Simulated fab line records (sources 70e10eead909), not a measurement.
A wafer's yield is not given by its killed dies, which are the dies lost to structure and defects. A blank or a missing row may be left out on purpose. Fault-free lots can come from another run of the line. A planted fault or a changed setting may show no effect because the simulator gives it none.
fab line records	flow nand_harc
record: lots: 4	wafers: 12	last_day: 35
route steps=1302 shown A_ONON_D2@558 A_CHANNEL_HOLE_D2@570 END@1302
lots that met no fault: taken from a fault-free run of the same line
start_h: start of the lot's first displayed wafer, in hours after the record's first day	wait_h: hours since the lot's step before	" same as the row above	L1.1+2: a row that stands for several wafers	- value missing, or start not given	* or withheld: withheld	< > ~ a bound
route shown NAME@n: names a module that has steps shown in the file, with the first one's number in the route	usual: the fault-free wafers' mean and standard deviation	same: alike in all rows	chamber/n: place in a boat	sites: the reading at each site	_std_site: their standard deviation	_edge_site: inner sites' mean taken away from outer sites' mean	radius_mm: for every site, how far away it sits from the centre of the wafer	mask NAME#n: copy n	behind: the tool/chamber that last shaped the wafer	hold: reason for holding the lot/hours on hold/outcome of the hold	device: names the non-switching transistor (n, p or np)	end of line: the tests these same wafers got at the end of their route	for a step that has no rows: nothing shown but its recipe	killed: dies lost to structure and defects at the first sort, not the wafer's yield	map: per-die view of a wafer (x killed, . not killed, _ where there is no die)
set.NAME: the setting that was run; set.NAME@STEP: the one run at that earlier step	model.NAME: the simulator's own value behind a step, which no gauge read
lots seen at some steps along the route; tables by step, rows by wafer
services: the hour from which a tool's chamber was out of use, counted from the record's first day as start_h (under 0 if before that day), plus the number of hours and why
== steps ==
step: NHARC_A_ONON_D2_DEP_19
recipe: target_thk_a: 10000	n2_flow_sccm: 2750	n2o_flow_sccm: 2000	nh3_flow_sccm: 500	sih4_flow_sccm: 210	temp_c: 400
step: NHARC_A_ONON_D2_DEP_22
recipe: target_thk_a: 10000	n2_flow_sccm: 2750	n2o_flow_sccm: 2000	nh3_flow_sccm: 500	sih4_flow_sccm: 210	temp_c: 400
step: NHARC_A_ONON_D2_DEP_25
recipe: target_thk_a: 10000	n2_flow_sccm: 2750	n2o_flow_sccm: 2000	nh3_flow_sccm: 500	sih4_flow_sccm: 210	temp_c: 400
step: NHARC_A_ONON_D2_DEP_28
recipe: target_thk_a: 10000	n2_flow_sccm: 2750	n2o_flow_sccm: 2000	nh3_flow_sccm: 500	sih4_flow_sccm: 210	temp_c: 400
step: NHARC_A_ONON_D2_DEP_33
recipe: target_thk_a: 2000	temp_c: 400	pressure_torr: 6.5	rf_w: 900	teos_flow_sccm: 161.4	flow_sccm: 2650	target_thk_nm: 200	gas: O2	material: SiO2
step: NHARC_A_CHANNEL_HOLE_D2_DEP_00
recipe: target_thk_a: 31000	temp_c: 400	material: aC
usual: susceptor_temp_C: 400.05/0.23	throttle_valve_pct: 35.000/0.009
lot.wafer	tool	chamber	start_h	wait_h	susceptor_temp_C	throttle_valve_pct
L768.1	acl_dep-03	0	403.41	4.2	-	34.989
L768.3	"	0	"	"	-	35.000
L768.6	"	0	"	"	-	34.988
L771.3	acl_dep-01	-	403.77	4.8	-	-
L771.5	"	-	"	"	-	-
L771.6	"	-	"	"	-	-
L773.1	acl_dep-03	-	407.79	3.3	-	-
L773.2	"	-	"	"	-	-
L773.5	"	-	"	"	-	-
L785.1	acl_dep-01	0	540.18	0.1	400.00	34.997
L785.4	"	0	"	"	399.81	35.024
L785.5	"	0	"	"	399.85	34.993
step: NHARC_A_CHANNEL_HOLE_D2_DEP_01
recipe: target_thk_a: 1400	target_thk_nm: 140	temp_c: 400	pressure_torr: 3.5	flow_sccm: 200	rf_w: 350	material: SiON
step: NHARC_A_CHANNEL_HOLE_D2_DEHYDRATE_02
recipe: temp_c: 150	time_s: 120
step: NHARC_A_CHANNEL_HOLE_D2_HMDS_03
recipe: time_s: 30
step: NHARC_A_CHANNEL_HOLE_D2_COAT_36
recipe: temp_c: 260	time_s: 75
step: NHARC_A_CHANNEL_HOLE_D2_COAT_37
recipe: temp_c: 225	time_s: 65
step: NHARC_A_CHANNEL_HOLE_D2_COAT_04
recipe: spin_rpm: 1500	resist_thk_nm: 90
step: NHARC_A_CHANNEL_HOLE_D2_SOFTBAKE_05
recipe: temp_c: 105	time_s: 55
step: NHARC_A_CHANNEL_HOLE_D2_EBR_06
step: NHARC_A_CHANNEL_HOLE_D2_EXPOSE_07
recipe: na: 1.35	target_cd_nm: 100	sigma_outer: 0.3	dose_mj: 59.65	mask_id: HOLE_D2
step: NHARC_A_CHANNEL_HOLE_D2_PEB_08
recipe: peb_temp_c: 100	peb_time_s: 65
step: NHARC_A_CHANNEL_HOLE_D2_DEVELOP_09
recipe: develop_time_s: 35	dev_temp_c: 23
step: NHARC_A_CHANNEL_HOLE_D2_DESCUM_15
recipe: time_s: 3	o2_flow_sccm: 200	ar_flow_sccm: 0	bias_power_w: 0	chemistry: O2
step: NHARC_A_CHANNEL_HOLE_D2_ETCH_38
recipe: target_depth_a: 390	over_etch_frac: 0.3	time_s: 65	ion_energy_ev: 80	cf4_flow_sccm: 150	ar_flow_sccm: 0	rf_w: 300	bias_w: 100	chemistry: CF4
step: NHARC_A_CHANNEL_HOLE_D2_ETCH_39
recipe: target_depth_a: 2600	over_etch_frac: 0.3	time_s: 325	ion_energy_ev: 200	n2_flow_sccm: 150	h2_flow_sccm: 150	ar_flow_sccm: 0	rf_w: 400	bias_w: 150	chemistry: N2/H2
step: NHARC_A_CHANNEL_HOLE_D2_ETCH_34
recipe: target_depth_a: 1540	time_s: 77	cf4_flow_sccm: 100	chf3_flow_sccm: 30	ar_flow_sccm: 0	rf_w: 500	bias_w: 200	chemistry: CF4/CHF3
step: NHARC_A_CHANNEL_HOLE_D2_ETCH_16
recipe: target_depth_a: 31000	over_etch_frac: 0.3	time_s: 806	ion_energy_ev: 150	o2_flow_sccm: 400	cos_flow_sccm: 20	ar_flow_sccm: 0	rf_w: 500	bias_w: 300	chemistry: O2/COS
step: NHARC_A_CHANNEL_HOLE_D2_ETCH_19
recipe: bias_v: 1200	source_w: 2500	pressure_mtorr: 15	time_s: 34.5	ar_flow_sccm: 375	c4f8_flow_sccm: 28.8	o2_flow_sccm: 96.2	temp_c: -20	target_depth_a: *	chemistry: C4F8/O2/Ar
step: NHARC_A_CHANNEL_HOLE_D2_ETCH_20
recipe: bias_v: 3000	source_w: withheld	pressure_mtorr: 20	time_s: 361.9	ar_flow_sccm: 375	c4f8_flow_sccm: 89.3	o2_flow_sccm: 35.7	temp_c: -20	target_depth_a: 16000	chemistry: C4F8/O2/Ar
step: NHARC_A_CHANNEL_HOLE_D2_ETCH_21
recipe: bias_v: 3000	source_w: withheld	pressure_mtorr: 20	time_s: 514.3	ar_flow_sccm: 375	c4f8_flow_sccm: 89.3	o2_flow_sccm: 35.7	temp_c: -20	target_depth_a: 16000	chemistry: C4F8/O2/Ar
step: NHARC_A_CHANNEL_HOLE_D2_ETCH_22
recipe: bias_v: 3000	source_w: withheld	pressure_mtorr: 20	time_s: 666.7	ar_flow_sccm: 375	c4f8_flow_sccm: 89.3	o2_flow_sccm: 35.7	temp_c: -20	target_depth_a: 16000	chemistry: C4F8/O2/Ar
step: NHARC_A_CHANNEL_HOLE_D2_ETCH_23
recipe: bias_v: 5000	source_w: withheld	pressure_mtorr: 20	time_s: 819	ar_flow_sccm: 375	c4f8_flow_sccm: 89.3	o2_flow_sccm: 35.7	temp_c: -20	target_depth_a: 16000	chemistry: C4F8/O2/Ar
step: NHARC_A_CHANNEL_HOLE_D2_ETCH_24
recipe: bias_v: 5000	source_w: withheld	pressure_mtorr: 20	time_s: 906.2	ar_flow_sccm: 375	c4f8_flow_sccm: 93.8	o2_flow_sccm: 31.2	temp_c: -20	target_depth_a: 15000	chemistry: C4F8/O2/Ar
step: NHARC_A_CHANNEL_HOLE_D2_ETCH_25
recipe: bias_v: 5000	source_w: withheld	pressure_mtorr: 20	time_s: 1040.2	ar_flow_sccm: 375	c4f8_flow_sccm: 93.8	o2_flow_sccm: 31.2	temp_c: -20	target_depth_a: 15000	chemistry: C4F8/O2/Ar
step: NHARC_A_CHANNEL_HOLE_D2_ETCH_26
recipe: bias_v: 300	source_w: 2000	pressure_mtorr: 30	time_s: 224.1	ar_flow_sccm: 375	c4f8_flow_sccm: 11.4	o2_flow_sccm: 113.6	temp_c: -20	target_depth_a: 3000	chemistry: C4F8/O2/Ar
step: NHARC_A_CHANNEL_HOLE_D2_ETCH_27
recipe: bias_v: 400	source_w: 2000	pressure_mtorr: 25	time_s: 90	ar_flow_sccm: 375	c4f8_flow_sccm: 41.7	o2_flow_sccm: 83.3	temp_c: -20	target_depth_a: 4000	chemistry: C4F8/O2/Ar
step: NHARC_A_CHANNEL_HOLE_D2_CD_MEAS_31
usual: cd_nm: 90.7/1.4
lot.wafer	tool	chamber	start_h	wait_h	cd_nm
L771.3	cd_sem-02	-	420.83	0.1	-
L771.5	"	-	"	"	-
L771.6	"	-	"	"	-
L768.1	cd_sem-03	-	424.98	0.1	89.9
L768.3	"	-	"	"	88.2
L768.6	"	-	"	"	89.1
L773.1	cd_sem-01	-	432.97	-	-
L773.2	"	-	"	"	-
L773.5	"	-	"	"	-
L785.1	cd_sem-03	-	549.73	-	92.6
L785.4	"	-	"	"	90.0
L785.5	"	-	"	"	90.0
step: NHARC_A_CHANNEL_HOLE_D2_INSPECT_40
usual: raw_defect_count: 271/82
lot.wafer	tool	chamber	start_h	wait_h	raw_defect_count
L771.3	defect_inspect-01	-	421.03	-	3797
L771.5	"	-	"	"	3780
L771.6	"	-	"	"	3926
L768.1	defect_inspect-02	-	425.17	-	232
L768.3	"	-	"	"	259
L768.6	"	-	"	"	398
L773.1	defect_inspect-02	-	433.16	-	3968
L773.2	"	-	"	"	3942
L773.5	"	-	"	"	3889
L785.1	defect_inspect-01	-	549.92	-	289
L785.4	"	-	"	"	211
L785.5	"	-	"	"	255
step: NHARC_END_SORT_01
recipe: temp_c: 25
usual: killed_at_array: 54/18	killed_at_other: 0.9/1.2	killed_at_periphery: 4.4/2.9	killed_dies: 59/18	killed_open: 3.2/1.8	killed_short: 2.6/1.8
same: gross_dies: 677
lot.wafer	tool	chamber	start_h	wait_h	killed_at_array	killed_at_other	killed_at_periphery	killed_dies	killed_open	killed_short
L773.1	prober-01	0	712.55	2.5	676	0	1	677	0	1
L773.2	prober-01	0	713.36	2.8	677	0	0	677	0	1
L773.5	prober-01	0	715.79	3.7	677	0	0	677	1	0
L771.3	prober-02	0	714.14	3.1	677	0	0	677	0	0
L771.5	prober-02	0	715.73	3.7	677	0	0	677	1	0
L771.6	prober-02	0	716.53	4.0	677	0	0	677	0	0
killed by level:class
L773.1 A_CHANNEL_HOLE_D2:lost_pattern=664 A_CHANNEL_HOLE_D1:chamber_film_flake=5 A_CHANNEL_HOLE_D2:chamber_film_flake=4 A_CHANNEL_FILL_D2:geometric_particle:short=1 P_M2:chamber_film_flake=1 A_SLIT:chamber_film_flake=1 A_STAIRCASE:chamber_film_flake=1
L773.2 A_CHANNEL_HOLE_D2:lost_pattern=666 A_CHANNEL_HOLE_D1:chamber_film_flake=4 A_CHANNEL_HOLE_D2:chamber_film_flake=4 A_SGD_CUT:geometric_particle:short=1 A_SLIT:chamber_film_flake=1 A_CHANNEL_FILL_D1:chamber_film_flake=1
L771.3 A_CHANNEL_HOLE_D2:lost_pattern=670 A_SLIT:chamber_film_flake=2 A_CHANNEL_HOLE_D1:chamber_film_flake=1 A_CHANNEL_FILL_D1:chamber_film_flake=1 A_CHANNEL_HOLE_D2:chamber_film_flake=1 A_STAIRCASE:chamber_film_flake=1 A_CHANNEL_HOLE_D2:area_dep=1
L771.5 A_CHANNEL_HOLE_D2:lost_pattern=671 A_CHANNEL_HOLE_D2:chamber_film_flake=2 A_SLIT:chamber_film_flake=2 A_CONTACT:geometric_particle:open=1 A_CHANNEL_HOLE_D1:chamber_film_flake=1
L773.5 A_CHANNEL_HOLE_D2:lost_pattern=668 A_CHANNEL_HOLE_D2:chamber_film_flake=5 A_CHANNEL_HOLE_D1:chamber_film_flake=3 A_BLC:geometric_particle:open=1
L771.6 A_CHANNEL_HOLE_D2:lost_pattern=670 A_CHANNEL_HOLE_D2:chamber_film_flake=3 A_SLIT:chamber_film_flake=3 A_DECK1_JOINT:chamber_film_flake=1
map L771.3 (x killed, . not)
____________x____________
_________xxxxxxx_________
_______xxxxxxxxxxx_______
______xxxxxxxxxxxxx______
_____xxxxxxxxxxxxxxx_____
____xxxxxxxxxxxxxxxxx____
____xxxxxxxxxxxxxxxxx____
___xxxxxxxxxxxxxxxxxxx___
___xxxxxxxxxxxxxxxxxxx___
__xxxxxxxxxxxxxxxxxxxxx__
__xxxxxxxxxxxxxxxxxxxxx__
_xxxxxxxxxxxxxxxxxxxxxxx_
_xxxxxxxxxxxxxxxxxxxxxxx_
_xxxxxxxxxxxxxxxxxxxxxxx_
_xxxxxxxxxxxxxxxxxxxxxxx_
_xxxxxxxxxxxxxxxxxxxxxxx_
xxxxxxxxxxxxxxxxxxxxxxxxx
xxxxxxxxxxxxxxxxxxxxxxxxx
xxxxxxxxxxxxxxxxxxxxxxxxx
xxxxxxxxxxxxxxxxxxxxxxxxx
xxxxxxxxxxxxxxxxxxxxxxxxx
_xxxxxxxxxxxxxxxxxxxxxxx_
_xxxxxxxxxxxxxxxxxxxxxxx_
_xxxxxxxxxxxxxxxxxxxxxxx_
_xxxxxxxxxxxxxxxxxxxxxxx_
_xxxxxxxxxxxxxxxxxxxxxxx_
__xxxxxxxxxxxxxxxxxxxxx__
__xxxxxxxxxxxxxxxxxxxxx__
___xxxxxxxxxxxxxxxxxxx___
___xxxxxxxxxxxxxxxxxxx___
____xxxxxxxxxxxxxxxxx____
____xxxxxxxxxxxxxxxxx____
_____xxxxxxxxxxxxxxx_____
______xxxxxxxxxxxxx______
_______xxxxxxxxxxx_______
_________xxxxxxx_________
____________x____________
map L773.1 (x killed, . not)
____________x____________
_________xxxxxxx_________
_______xxxxxxxxxxx_______
______xxxxxxxxxxxxx______
_____xxxxxxxxxxxxxxx_____
____xxxxxxxxxxxxxxxxx____
____xxxxxxxxxxxxxxxxx____
___xxxxxxxxxxxxxxxxxxx___
___xxxxxxxxxxxxxxxxxxx___
__xxxxxxxxxxxxxxxxxxxxx__
__xxxxxxxxxxxxxxxxxxxxx__
_xxxxxxxxxxxxxxxxxxxxxxx_
_xxxxxxxxxxxxxxxxxxxxxxx_
_xxxxxxxxxxxxxxxxxxxxxxx_
_xxxxxxxxxxxxxxxxxxxxxxx_
_xxxxxxxxxxxxxxxxxxxxxxx_
xxxxxxxxxxxxxxxxxxxxxxxxx
xxxxxxxxxxxxxxxxxxxxxxxxx
xxxxxxxxxxxxxxxxxxxxxxxxx
xxxxxxxxxxxxxxxxxxxxxxxxx
xxxxxxxxxxxxxxxxxxxxxxxxx
_xxxxxxxxxxxxxxxxxxxxxxx_
_xxxxxxxxxxxxxxxxxxxxxxx_
_xxxxxxxxxxxxxxxxxxxxxxx_
_xxxxxxxxxxxxxxxxxxxxxxx_
_xxxxxxxxxxxxxxxxxxxxxxx_
__xxxxxxxxxxxxxxxxxxxxx__
__xxxxxxxxxxxxxxxxxxxxx__
___xxxxxxxxxxxxxxxxxxx___
___xxxxxxxxxxxxxxxxxxx___
____xxxxxxxxxxxxxxxxx____
____xxxxxxxxxxxxxxxxx____
_____xxxxxxxxxxxxxxx_____
______xxxxxxxxxxxxx______
_______xxxxxxxxxxx_______
_________xxxxxxx_________
____________x____________
== services ==
tool	chamber	start_h	hours	kind
acl_dep-03	-	453.30	10.2	repair
acl_dep-03	-	480.93	13.0	pm
== key ==
first_sign: step: NHARC_A_CHANNEL_HOLE_D2_DEP_00	reading: tool_record	direction: missing
effect: step: NHARC_A_CHANNEL_HOLE_D2_CD_MEAS_31	reading: cd_nm	direction: missing
effect: step: NHARC_A_CHANNEL_HOLE_D2_INSPECT_40	reading: raw_defect_count	direction: up	sigmas: 44	usual: 271	struck: 3884
effect: step: NHARC_END_SORT_01	reading: killed_at_array	direction: up	sigmas: 34	usual: 54	struck: 677
met_at NHARC_A_CHANNEL_HOLE_D2_DEP_00
struck_wafers L771.3,L771.5,L771.6,L773.1,L773.2,L773.5
later_rows_left_out L771.3,L771.5,L771.6,L773.1,L773.2,L773.5
tester_left_out L771,L773
fault: kind: skipped_step_whole	tool: acl_dep-01,acl_dep-03	chamber: -	onset_h: 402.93	steps: NHARC_A_CHANNEL_HOLE_D2_DEP_00	scope: struck_lots_only
tester_left_out: of these lots the tester's yield and bins aren't shown, on N5 and GAA mostly nor the transistor test; their killed dies are dies lost to structure and defects alone, not to doping, threshold or leakage, so they don't give the yield
later_rows_left_out: the simulator's readings of these wafers behind a module that went badly wrong aren't trusted and aren't shown, but for the sort
